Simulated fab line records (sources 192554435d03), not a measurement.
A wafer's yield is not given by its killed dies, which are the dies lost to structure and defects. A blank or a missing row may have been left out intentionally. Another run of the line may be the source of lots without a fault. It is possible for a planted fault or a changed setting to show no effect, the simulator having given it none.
fab line records	flow n5_finfet	part 1 of 2: steps 1 to 4 of 6
[record] lots = 20	wafers = 60	last_day = 19
route steps=1938 shown HKMG_FIN@401 GATE_CUT@467
lots that met no fault: taken from a fault-free run of the same line
start_h: start of the lot's first displayed wafer, in hours after the record's first day	wait_h: time in hours since the lot's previous step	" identical to the entry in the row above	L1.1+2: several wafers, shown together as one row	- no value, or no start given	* or withheld: withheld	< > ~ a bound
route shown NAME@n: NAME is a module with steps in the file, n the number in the route of the first one	usual: the fault-free wafers' mean and standard deviation	same: alike in all rows	chamber/n: place in a boat	sites: readings site by site	_std_site: standard deviation across them	_edge_site: the outer-site mean with the inner-site mean subtracted	radius_mm: how far each site lies from the wafer's centre	mask NAME#n: copy n	behind: the tool/chamber that last shaped the wafer	hold: reason for holding the lot/hours on hold/outcome of the hold	device: which transistor (n, p or np) failed to switch	end of line: the route-end tests of the same wafers	for a step that has no rows: nothing shown but its recipe	killed: count of dies lost to structure and defects at first sort (not the wafer's yield)	map: shows each die of a wafer: x if killed, . if not, _ if none is there
set.NAME: the run value of the setting; set.NAME@STEP: its run value at that earlier step	model.NAME: the simulator's own value behind a step, which no gauge read
route steps across a sampled set of lots; one table per step, one row per wafer
services: a tool's chamber out of use, with start hour (start_h, from the record's first day; less than 0 if before it), hours out, and reason
[[steps]]
[step N5_HKMG_FIN_DESCUM_53]
[recipe] chemistry = O2	time_s = 7.9	source_power_w = 50	bias_power_w = 20	pressure_mtorr = 20	rf_frequency_hz = 2.712e+07	temp_c = 40	resist = CAR-ArF	o2_flow_sccm = 225
[usual] drypump_motor_current_A = 5.8/0.48	oes_product_au = 0.80/0.087	rf_fwd_power_W = 49.28/0.2	rf_vpp_V = 242.9/1.5	showerhead_plenum_p_Torr = 2.08/0.076	throttle_valve_pct = 20.37/0.23
[same] time_s = 7.9
lot.wafer	tool	chamber	start_h	wait_h	drypump_motor_current_A	oes_product_au	rf_fwd_power_W	rf_hours_counter_h	rf_vpp_V	showerhead_plenum_p_Torr	throttle_valve_pct
L074.1	rie_diel-03	3	84.16	0.1	5.6	0.72	49.32	205	244.7	2.17	20.93
L074.4	"	2	"	"	6.7	0.93	49.52	21	242.0	2.13	20.45
L074.6	"	2	"	"	6.7	0.92	49.51	-	243.2	2.13	20.47
L075.1	rie_diel-01	0	86.64	0.0	6.2	0.81	48.96	110	243.9	2.02	20.52
L075.2	"	3	"	"	5.1	0.79	49.61	129	240.2	1.93	20.18
L075.6	"	1	"	"	6.4	0.92	49.38	-	240.3	2.06	20.03
L078.2	rie_diel-05	2	94.35	0.0	5.6	0.77	49.40	161	244.6	2.19	20.53
L078.3	"	2	"	"	5.6	0.77	49.43	-	244.9	2.19	20.56
L078.6	"	3	"	"	5.5	0.67	49.34	-	244.0	2.06	20.42
L080.2	rie_diel-05	1	109.94	0.0	6.2	0.68	48.95	247	242.2	2.06	20.52
L080.4	"	0	"	"	5.4	0.89	49.17	-	244.1	2.11	20.12
L080.5	"	3	"	"	5.6	0.66	49.54	-	241.9	2.06	20.39
L079.1	rie_diel-03	2	110.55	0.3	6.7	0.89	49.32	33	243.7	2.13	20.49
L079.4	"	2	"	"	6.7	0.88	49.55	-	244.5	2.13	20.48
L079.6	"	0	"	"	6.0	0.87	49.49	-	242.6	2.03	20.33
L081.1	rie_diel-05	3	114.58	0.3	5.5	0.66	49.33	263	242.5	2.06	20.40
L081.2	"	1	"	"	6.2	0.69	48.88	249	241.9	2.06	20.56
L081.6	"	3	"	"	5.5	0.66	49.36	-	242.3	2.06	20.40
L082.1	rie_diel-01	2	122.96	0.0	5.4	0.72	49.00	185	242.9	2.16	20.42
L082.3	"	3	"	"	5.1	0.77	49.38	144	239.2	1.92	20.17
L082.4	"	0	"	"	6.2	0.79	48.79	125	241.6	2.02	20.54
L083.2	rie_diel-05	2	123.18	0.0	5.6	0.75	49.35	168	244.6	2.19	20.56
L083.3	"	2	"	"	5.6	0.76	49.28	-	244.8	2.19	20.55
L083.6	"	2	"	"	5.6	0.76	49.43	-	243.5	2.19	20.57
L084.1	rie_diel-05	0	130.05	0.4	5.3	0.87	49.28	37	243.0	2.11	20.14
L084.3	"	3	"	"	5.5	0.65	49.19	268	241.4	2.06	20.42
L084.4	"	3	"	"	5.5	0.65	49.32	-	242.7	2.06	20.42
L085.1	rie_diel-05	2	140.28	0.3	5.7	0.75	49.29	177	244.9	2.18	20.58
L085.4	"	2	"	"	5.6	0.75	49.38	-	243.5	2.18	20.57
L085.6	"	1	"	"	6.2	0.99	48.93	-	242.6	2.05	20.17
L087.1	rie_diel-03	2	150.38	0.0	6.8	0.86	49.54	49	242.5	2.12	20.50
L087.2	"	0	"	"	6.0	0.85	49.49	60	242.4	2.02	20.36
L087.5	"	3	"	"	5.6	0.69	48.94	-	244.3	2.16	20.98
L088.2	rie_diel-01	0	160.58	0.0	6.2	0.78	49.03	138	240.0	2.01	20.56
L088.3	"	2	"	"	5.5	0.70	49.13	198	245.2	2.15	20.44
L088.6	"	2	"	"	5.4	0.71	49.03	-	243.9	2.15	20.43
L089.2	rie_diel-05	2	168.41	0.0	5.6	0.73	49.38	189	242.8	2.18	20.59
L089.3	"	0	"	"	5.4	0.85	49.08	53	243.1	2.10	20.17
L089.5	"	1	"	"	6.2	0.95	49.09	-	241.9	2.05	20.21
L090.2	rie_diel-01	0	169.32	0.1	6.2	0.79	49.20	141	243.0	2.01	20.57
L090.4	"	3	"	"	5.1	0.76	49.61	160	239.0	1.92	20.21
L090.6	"	0	"	"	6.2	0.78	48.92	-	241.9	2.01	20.56
L091.2	rie_diel-05	3	173.08	0.1	5.5	0.94	49.21	2	241.5	2.06	20.03
L091.5	"	0	"	"	5.3	0.85	49.48	-	245.1	2.10	20.18
L091.6	"	3	"	"	5.5	0.94	49.43	-	241.8	2.06	20.02
L092.1	rie_diel-03	0	181.78	0.0	6.0	0.84	49.54	73	242.5	2.02	20.37
L092.2	"	2	"	"	6.7	0.84	49.50	58	243.3	2.12	20.54
L092.4	"	3	"	"	5.6	0.69	49.24	236	243.2	2.15	20.98
L093.2	rie_diel-01	1	190.46	0.3	6.5	0.84	49.06	54	242.8	2.05	20.11
L093.4	"	2	"	"	5.4	0.71	49.18	208	244.1	2.15	20.44
L093.6	"	0	"	"	6.2	0.77	49.30	-	241.3	2.01	20.57
L095.2	rie_diel-01	1	200.58	0.0	6.4	0.85	49.24	57	241.3	2.05	20.10
L095.5	"	0	"	"	6.2	0.78	49.27	-	242.2	2.01	20.59
L095.6	"	1	"	"	6.4	0.85	49.10	-	243.0	2.05	20.11
L096.2	rie_diel-05	3	205.67	0.0	5.6	0.90	49.28	13	241.7	2.05	20.04
L096.5	"	3	"	"	5.6	0.90	49.38	-	240.8	2.05	20.06
L096.6	"	2	"	"	5.6	0.73	49.44	-	246.0	2.17	20.63
L097.1	rie_diel-01	3	210.06	0.0	5.1	0.74	49.63	172	240.9	1.91	20.23
L097.5	"	2	"	"	5.5	0.70	49.45	-	245.0	2.15	20.46
L097.6	"	3	"	"	5.1	0.74	49.41	-	241.1	1.91	20.24
[step N5_HKMG_FIN_STRIP_93]
[recipe] chemistry = N2/H2	material = SOC	time_s = 20	power_w = 500	temp_c = 40	pressure_mtorr = 50	rf_frequency_hz = 6e+07	bias_power_w = 8	h2_frac = 0.5	n2_flow_sccm = 300	h2_flow_sccm = 300
[usual] drypump_motor_current_A = 5.8/0.48	n2_flow_sccm = 300.0/0.85	oes_product_au = 0.81/0.087	rf_fwd_power_W = 495.6/1.8	rf_vpp_V = 54.2/0.9	showerhead_plenum_p_Torr = 3.34/0.12	throttle_valve_pct = 18.9/0.3
[same] time_s = 20
lot.wafer	tool	chamber	start_h	wait_h	drypump_motor_current_A	n2_flow_sccm	oes_product_au	rf_fwd_power_W	rf_hours_counter_h	rf_vpp_V	showerhead_plenum_p_Torr	throttle_valve_pct
L074.1	rie_diel-03	3	84.89	0.2	5.6	299.2	0.71	496.0	206	53.8	3.47	19.5
L074.4	"	2	"	"	6.8	301.0	0.94	494.5	21	55.2	3.43	18.7
L074.6	"	2	"	"	6.8	300.6	0.93	496.8	-	56.3	3.43	18.8
L075.1	rie_diel-01	0	87.37	0.2	6.2	299.9	0.79	493.8	111	55.3	3.24	18.7
L075.2	"	3	"	"	5.1	301.5	0.79	498.9	129	53.9	3.09	18.4
L075.6	"	1	"	"	6.5	300.8	0.92	496.8	-	54.8	3.32	18.8
L078.2	rie_diel-05	2	95.44	0.4	5.6	298.6	0.78	495.0	162	54.1	3.50	19.1
L078.3	"	2	"	"	5.6	300.2	0.79	497.9	-	56.1	3.50	19.1
L078.6	"	3	"	"	5.5	300.7	0.67	496.5	-	53.6	3.29	18.9
L080.2	rie_diel-05	1	110.66	0.2	6.1	299.2	0.69	495.5	247	55.5	3.29	19.1
L080.4	"	0	"	"	5.4	301.1	0.90	495.5	-	54.0	3.42	18.9
L080.5	"	3	"	"	5.6	300.2	0.68	495.9	-	53.4	3.29	18.9
L079.1	rie_diel-03	2	111.28	0.2	6.7	299.1	0.90	495.6	34	53.3	3.42	18.8
L079.4	"	2	"	"	6.7	297.9	0.89	496.4	-	54.9	3.42	18.8
L079.6	"	0	"	"	6.0	300.2	0.87	496.1	-	53.2	3.29	19.5
L081.1	rie_diel-05	3	115.31	0.2	5.5	301.0	0.68	494.6	264	53.6	3.29	18.9
L081.2	"	1	"	"	6.2	301.6	0.68	493.3	250	54.6	3.29	19.1
L081.6	"	3	"	"	5.6	301.0	0.68	494.5	-	55.3	3.29	18.9
L082.1	rie_diel-01	2	123.68	0.2	5.5	301.0	0.71	494.6	186	56.2	3.47	19.1
L082.3	"	3	"	"	5.2	299.8	0.77	494.1	144	54.4	3.08	18.4
L082.4	"	0	"	"	6.2	299.9	0.78	494.6	125	54.2	3.23	18.8
L083.2	rie_diel-05	2	124.27	0.4	5.6	300.7	0.78	495.9	169	55.0	3.50	19.1
L083.3	"	2	"	"	5.6	300.2	0.77	494.8	-	53.6	3.50	19.1
L083.6	"	2	"	"	5.6	301.3	0.77	495.7	-	54.3	3.50	19.1
L084.1	rie_diel-05	0	130.77	0.2	5.4	301.3	0.88	498.6	37	54.1	3.41	18.9
L084.3	"	3	"	"	5.5	300.8	0.67	495.3	269	53.6	3.29	18.9
L084.4	"	3	"	"	5.6	301.5	0.67	496.8	-	54.1	3.29	18.9
L085.1	rie_diel-05	2	141.01	0.2	5.6	300.0	0.77	495.9	177	54.0	3.49	19.2
L085.4	"	2	"	"	5.6	299.4	0.78	497.8	-	52.8	3.49	19.2
L085.6	"	1	"	"	6.2	300.0	0.98	491.7	-	54.3	3.28	18.7
L087.1	rie_diel-03	2	151.10	0.2	6.8	300.7	0.88	496.3	49	54.7	3.41	18.8
L087.2	"	0	"	"	6.0	297.9	0.85	495.4	61	54.5	3.28	19.6
L087.5	"	3	"	"	5.6	300.1	0.70	495.1	-	55.4	3.46	19.6
L088.2	rie_diel-01	0	161.31	0.2	6.2	299.5	0.77	490.1	138	53.1	3.22	18.8
L088.3	"	2	"	"	5.4	300.1	0.70	490.9	199	56.3	3.47	19.1
L088.6	"	2	"	"	5.4	300.2	0.71	493.5	-	54.2	3.47	19.1
L089.2	rie_diel-05	2	169.13	0.2	5.6	300.2	0.77	497.2	190	55.2	3.48	19.2
L089.3	"	0	"	"	5.3	300.3	0.85	498.1	54	52.7	3.40	19.0
L089.5	"	1	"	"	6.2	299.1	0.95	495.5	-	53.1	3.28	18.7
L090.2	rie_diel-01	0	170.05	0.2	6.3	300.0	0.77	493.1	141	53.8	3.22	18.8
L090.4	"	3	"	"	5.1	299.7	0.76	496.3	160	54.1	3.07	18.5
L090.6	"	0	"	"	6.2	300.2	0.77	492.8	-	53.4	3.22	18.8
L091.2	rie_diel-05	3	173.81	0.2	5.5	299.9	0.96	498.0	3	54.7	3.28	18.4
L091.5	"	0	"	"	5.3	299.0	0.85	496.5	-	54.0	3.40	19.0
L091.6	"	3	"	"	5.5	301.3	0.96	495.3	-	54.8	3.28	18.4
L092.1	rie_diel-03	0	182.51	0.2	6.0	299.3	0.83	496.2	73	53.5	3.27	19.6
L092.2	"	2	"	"	6.7	299.3	0.86	497.5	59	53.0	3.41	18.8
L092.4	"	3	"	"	5.6	301.1	0.68	498.3	237	53.9	3.45	19.6
L093.2	rie_diel-01	1	191.19	0.2	6.5	300.2	0.85	495.4	54	55.8	3.30	18.8
L093.4	"	2	"	"	5.4	300.2	0.70	496.3	208	53.8	3.46	19.1
L093.6	"	0	"	"	6.2	298.6	0.77	493.5	-	54.2	3.22	18.8
L095.2	rie_diel-01	1	201.30	0.2	6.5	300.9	0.84	495.0	57	53.0	3.30	18.8
L095.5	"	0	"	"	6.2	299.9	0.76	494.0	-	53.2	3.22	18.8
L095.6	"	1	"	"	6.4	299.7	0.85	495.6	-	52.9	3.30	18.9
L096.2	rie_diel-05	3	206.40	0.2	5.6	300.1	0.92	495.3	14	54.1	3.28	18.5
L096.5	"	3	"	"	5.6	299.9	0.91	498.1	-	55.2	3.28	18.5
L096.6	"	2	"	"	5.6	300.2	0.75	493.7	-	54.0	3.48	19.2
L097.1	rie_diel-01	3	210.79	0.2	5.2	298.0	0.75	497.2	173	52.0	3.07	18.5
L097.5	"	2	"	"	5.4	300.1	0.70	491.9	-	53.5	3.46	19.2
L097.6	"	3	"	"	5.1	299.2	0.75	497.2	-	53.5	3.07	18.5
[step N5_HKMG_FIN_ALD_71]
[recipe] material = TiN	target_thk_a = 10	temp_c = 400	ald_precursor_family = TiCl4	ald_co_reactant = NH3	pulse_time_s = 1	purge_time_s = 3	co_reactant_purge_time_s = 2	co_reactant_pulse_time_s = 2	ald_cycles = 47	pressure_torr = 3
[usual] heater_power_w = 881/87	precursor_pulse_height_rel = 0.995/0.02
[same] pulse_time_s = 1
lot.wafer	tool	chamber	start_h	wait_h	heater_power_w	precursor_pulse_height_rel
L074.1	ald_metal-04	0	89.98	0.0	1032	1.004
L074.4	"	3	"	"	733	1.021
L074.6	"	2	"	"	864	0.959
L075.1	ald_metal-01	1	92.35	0.0	901	0.972
L075.2	"	2	"	"	877	0.988
L075.6	"	0	"	"	826	1.004
L078.2	ald_metal-02	2	100.23	0.0	886	0.994
L078.3	"	0	"	"	1020	1.009
L078.6	"	3	"	"	867	1.001
L080.2	ald_metal-04	0	115.45	0.0	1028	1.001
L080.4	"	2	"	"	876	0.964
L080.5	"	1	"	"	771	0.991
L079.1	ald_metal-01	0	116.29	0.0	835	0.984
L079.4	"	2	"	"	898	1.013
L079.6	"	2	"	"	887	1.024
L081.1	ald_metal-04	3	120.49	0.0	732	1.022
L081.2	"	0	"	"	1019	0.952
L081.6	"	0	"	"	1014	1.009
L082.1	ald_metal-02	1	128.51	0.0	937	0.976
L082.3	"	2	"	"	897	0.987
L082.4	"	0	"	"	1009	0.985
L083.2	ald_metal-01	3	129.10	0.0	791	0.985
L083.3	"	2	"	"	907	0.980
L083.6	"	2	"	"	870	0.979
L084.1	ald_metal-02	3	135.70	0.0	879	0.976
L084.3	"	1	"	"	973	0.993
L084.4	"	2	"	"	888	1.001
L085.1	ald_metal-01	2	145.71	0.0	879	0.990
L085.4	"	3	"	"	777	0.982
L085.6	"	0	"	"	812	0.995
L087.1	ald_metal-01	2	155.90	0.0	875	0.998
L087.2	"	0	"	"	850	0.980
L087.5	"	2	"	"	893	0.994
L088.2	ald_metal-02	1	166.20	0.0	967	0.986
L088.3	"	0	"	"	1015	0.993
L088.6	"	3	"	"	878	1.035
L089.2	ald_metal-02	2	174.19	0.0	870	0.989
L089.3	"	3	"	"	873	0.993
L089.5	"	0	"	"	1005	1.024
L090.2	ald_metal-04	3	174.95	0.0	736	0.983
L090.4	"	1	"	"	771	1.001
L090.6	"	0	"	"	1012	1.012
L091.2	ald_metal-01	3	178.72	0.0	767	1.012
L091.5	"	2	"	"	894	1.012
L091.6	"	1	"	"	897	1.002
L092.1	ald_metal-01	2	187.28	0.0	899	1.017
L092.2	"	1	"	"	880	0.956
L092.4	"	3	"	"	749	0.987
L093.2	ald_metal-01	2	195.94	0.0	873	0.979
L093.4	"	1	"	"	910	0.987
L093.6	"	3	"	"	769	0.990
L095.2	ald_metal-01	3	206.04	0.0	773	0.973
L095.5	"	3	"	"	751	0.995
L095.6	"	0	"	"	846	0.992
L096.2	ald_metal-02	0	211.34	0.3	1038	0.953
L096.5	"	0	"	"	1007	1.026
L096.6	"	0	"	"	998	0.983
L097.1	ald_metal-04	2	216.38	0.0	880	1.012
L097.5	"	1	"	"	785	1.012
L097.6	"	2	"	"	874	1.001
[step N5_GATE_CUT_ETCHBACK_30]
[recipe] chemistry = Cl2/Ar	target = TiN	target_depth_a = 30	mode = isotropic	pressure_mtorr = 10	icp_w = 600	bias_w = 60	Cl2_flow_sccm = 40	Ar_flow_sccm = 60
[usual] drypump_motor_current_A = 5.9/0.37	he_backside_leak_sccm = 3.4/0.33	oes_product_au = 0.79/0.097	rf_fwd_power_W = 588.2/2.8	throttle_valve_pct = 20.83/0.24
lot.wafer	tool	chamber	start_h	wait_h	drypump_motor_current_A	he_backside_leak_sccm	oes_product_au	rf_fwd_power_W	rf_hours_counter_h	throttle_valve_pct
L074.1	rie_metal-03	1	92.72	0.1	6.0	3.4	0.64	588.0	104	20.91
L074.4	"	0	"	"	6.3	3.2	0.89	585.3	-	20.77
L074.6	"	1	"	"	6.0	3.4	0.64	585.6	-	20.91
L075.1	rie_metal-01	0	94.92	0.1	5.9	3.3	0.79	591.4	33	20.76
L075.2	"	1	"	"	6.0	3.4	0.78	584.4	31	21.21
L075.6	"	1	"	"	6.0	3.4	0.78	583.9	-	21.23
L078.2	rie_metal-03	0	102.80	0.1	6.3	3.4	0.89	587.0	17	20.76
L078.3	"	1	"	"	6.0	3.4	0.65	590.0	-	20.94
L078.6	"	1	"	"	6.0	3.5	0.65	589.5	-	20.92
L080.2	rie_metal-03	0	118.21	0.1	6.2	3.3	0.87	586.3	18	20.77
L080.4	"	0	"	"	6.2	3.4	0.88	588.3	-	20.76
L080.5	"	1	"	"	6.0	3.4	0.64	587.0	-	20.94
L079.1	rie_metal-02	0	119.11	0.1	5.9	3.2	0.88	592.3	13	20.89
L079.4	"	0	"	"	5.9	3.2	0.88	594.9	-	20.90
L079.6	"	0	"	"	5.9	3.3	0.87	594.1	-	20.91
L081.1	rie_metal-03	1	123.32	0.1	6.0	3.4	0.64	590.4	106	20.93
L081.2	"	0	"	"	6.3	3.4	0.88	586.1	19	20.77
L081.6	"	1	"	"	6.0	3.5	0.64	588.6	-	20.95
L082.1	rie_metal-01	1	131.08	0.1	6.1	3.8	0.78	585.4	34	21.21
L082.3	"	0	"	"	5.9	3.3	0.79	587.7	-	20.74
L082.4	"	1	"	"	6.1	3.6	0.78	588.1	-	21.18
L083.2	rie_metal-03	0	131.67	0.1	6.3	3.3	0.87	584.9	19	20.78
L083.3	"	1	"	"	6.0	3.3	0.64	591.9	-	20.94
L083.6	"	1	"	"	6.0	3.6	0.64	589.4	-	20.93
L084.1	rie_metal-03	1	138.27	0.1	6.0	3.5	0.64	588.7	107	20.92
L084.3	"	0	"	"	6.3	3.2	0.87	587.9	-	20.78
L084.4	"	1	"	"	6.0	3.4	0.64	589.5	-	20.95
L085.1	rie_metal-03	1	148.32	0.1	6.0	3.2	0.64	589.8	108	20.93
L085.4	"	1	"	"	6.0	3.3	0.64	590.0	-	20.95
L085.6	"	1	"	"	6.0	3.2	0.64	589.9	-	20.93
L087.1	rie_metal-03	1	158.49	0.1	6.0	3.3	0.63	589.3	109	20.96
L087.2	"	0	"	"	6.3	3.4	0.85	586.3	22	20.81
L087.5	"	1	"	"	6.0	3.2	0.64	588.1	-	20.96
L088.2	rie_metal-03	0	168.78	0.1	6.3	3.1	0.85	587.8	24	20.79
L088.3	"	0	"	"	6.3	3.2	0.86	591.5	-	20.79
L088.6	"	1	"	"	6.0	3.4	0.63	587.8	-	20.96
L089.2	rie_metal-02	0	176.77	0.1	5.9	3.0	0.87	591.4	18	20.91
L089.3	"	0	"	"	5.9	3.2	0.86	592.4	-	20.91
L089.5	"	0	"	"	5.9	3.4	0.87	593.0	-	20.88
L090.2	rie_metal-03	1	177.53	0.1	6.0	3.4	0.63	587.1	112	20.97
L090.4	"	1	"	"	6.0	3.5	0.63	587.5	-	20.94
L090.6	"	0	"	"	6.3	3.4	0.84	586.3	-	20.79
L091.2	rie_metal-01	1	181.37	0.1	6.0	3.7	0.77	587.9	40	21.23
L091.5	"	1	"	"	6.0	3.7	0.78	585.8	-	21.21
L091.6	"	0	"	"	5.9	3.3	0.77	593.8	-	20.76
L092.1	rie_metal-02	0	189.95	0.1	5.9	3.3	0.86	591.9	19	20.89
L092.2	"	1	"	"	5.0	3.3	0.85	586.8	12	20.33
L092.4	"	0	"	"	5.9	3.2	0.86	595.8	-	20.91
L093.2	rie_metal-03	0	198.53	0.1	6.3	3.3	0.85	588.1	27	20.79
L093.4	"	0	"	"	6.3	3.2	0.85	587.3	-	20.79
L093.6	"	0	"	"	6.3	3.3	0.85	588.2	-	20.77
L095.2	rie_metal-01	1	208.78	0.1	6.1	3.7	0.77	584.5	41	21.23
L095.5	"	1	"	"	6.0	3.9	0.77	586.5	-	21.21
L095.6	"	0	"	"	5.9	3.3	0.76	588.5	-	20.75
L096.2	rie_metal-01	0	214.30	0.1	5.9	3.5	0.77	590.6	44	20.75
L096.5	"	0	"	"	6.0	3.3	0.76	590.4	-	20.77
L096.6	"	1	"	"	6.0	3.6	0.76	582.8	-	21.24
L097.1	rie_metal-02	0	219.13	0.1	5.9	3.2	0.86	593.2	21	20.92
L097.5	"	1	"	"	5.0	3.4	0.85	581.9	-	20.32
L097.6	"	0	"	"	5.9	3.2	0.86	593.7	-	20.91
